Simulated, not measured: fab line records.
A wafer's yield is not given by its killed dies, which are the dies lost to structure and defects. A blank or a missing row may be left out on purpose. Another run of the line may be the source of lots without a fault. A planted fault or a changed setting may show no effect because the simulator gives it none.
The tool behind it: which one? -- flow n5 finfet -- 14 lots, 42 wafers sampled, at 1 step of a route of 1938

== WHAT THE GAUGES READ, wafer by wafer ==
N5_BEOL_M9_INSPECT_13: inspects for defects (brightfield). Usual: raw defect count at 422, with a standard deviation of 98.
lot,measured,on,raw defect count,flag
L742,day 9 18:27,defect inspect-01,350 428 405,
L743,day 9 21:18,defect inspect-02,608 505 654,
L744,day 10 02:32,defect inspect-01,416 527 473,
L745,day 10 14:24,defect inspect-02,454 570 452,
L746,day 10 17:41,defect inspect-01,367 578 301,
L750,day 11 14:34,defect inspect-02,367 511 409,
L749,day 11 21:44,defect inspect-02,385 336 344,
L751,day 12 06:22,defect inspect-01,412 482 440,
L752,day 12 09:54,defect inspect-02,625 489 523,
L753,day 12 13:13,defect inspect-02,218 260 276,
L754,day 12 17:33,defect inspect-02,400 481 409,
L761,day 14 13:52,defect inspect-02,583 377 367,
L763,day 14 21:29,defect inspect-02,363 583 489,
L764,day 15 04:42,defect inspect-01,314 407 301,

== TOOL THAT RAN EACH LOT (tool first, then ch and the chambers of the sampled wafers, then the start) ==
The record holds no process step before these readings.

== WHAT THE TOOLS THEMSELVES READ (means of the sampled wafers that have a number; where no wafer has one, the mark that the record gives instead) ==
The record holds no such reading with a usual standard deviation.

== THE ANSWER, worked out from the rows above alone ==
Rule: a lot counts as off when the mean over its wafers that have a number is more than 3 standard deviations away from the usual mean. Also off: a lot with no number at a reading for which 4 or more lots have one. All remaining lots with rows at the step are treated as sound. First the gauges in route order, then the tools' own readings, where a lot's mean is used as printed above. The first step at which some lot is off is used, and at that step the reading that is off furthest; a lot without a number counts as furthest.
None of the lots is off at any reading shown; this tells nothing.

== WHAT HAD BEEN PUT IN BY THE SIMULATOR ==
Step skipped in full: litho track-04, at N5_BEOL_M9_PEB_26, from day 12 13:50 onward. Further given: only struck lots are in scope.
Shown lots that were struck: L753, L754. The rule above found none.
